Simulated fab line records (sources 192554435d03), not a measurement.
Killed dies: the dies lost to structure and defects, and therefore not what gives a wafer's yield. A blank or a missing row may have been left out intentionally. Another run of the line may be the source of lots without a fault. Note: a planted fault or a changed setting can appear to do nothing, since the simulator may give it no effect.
Matching of chambers    flow n5Finfet    N5_BEOL_M4_PRE_CLEAN_60 on cvdCo-02 has 3 sister chambers
The step time 15 s. 6 wafers are shown with their chamber, then 11 later ones without.

== WAFERS, EACH WITH ITS CHAMBER ==
wafer   chamber  heaterPowerW (W)
L087.1  2        78
L087.5  0        66
L086.1  2        78
L086.5  1        118
L086.6  0        63
L089.3  1        121

== WAFERS WITH NO CHAMBER GIVEN ==
wafer   heaterPowerW (W)
L089.4  120
L089.6  66
L094.1  120
L094.4  117
L094.5  68
L096.1  80
L096.5  120
L096.6  78
L097.4  79
L097.5  65
L097.6  117

== WHICH CHAMBER EACH ONE RAN IN ==
wafer   from the rows above  in truth
L089.4  1                    1
L089.6  0                    0
L094.1  1                    1
L094.4  1                    1
L094.5  0                    0
L096.1  2                    2
L096.5  1                    1
L096.6  2                    2
L097.4  2                    2
L097.5  0                    0
L097.6  1                    1
Correct placement for 11 of the 11. From these rows, 0 cannot be placed. Number placed wrongly: 0.
How it was worked out, from the rows above alone: a wafer's distance from a chamber is the root of the sum, over the readings, of the square of ((its reading less the chamber's mean) divided by the reading's scatter). If the next closest chamber is less than 2 further off than the closest, the wafer can't be placed; otherwise it belongs to the closest. Each chamber's mean is taken over the wafers shown for it. How the scatter is found: for the shown wafers, subtract from each reading the mean of its chamber, square and add these, divide the total by (wafers less chambers), then take the root.
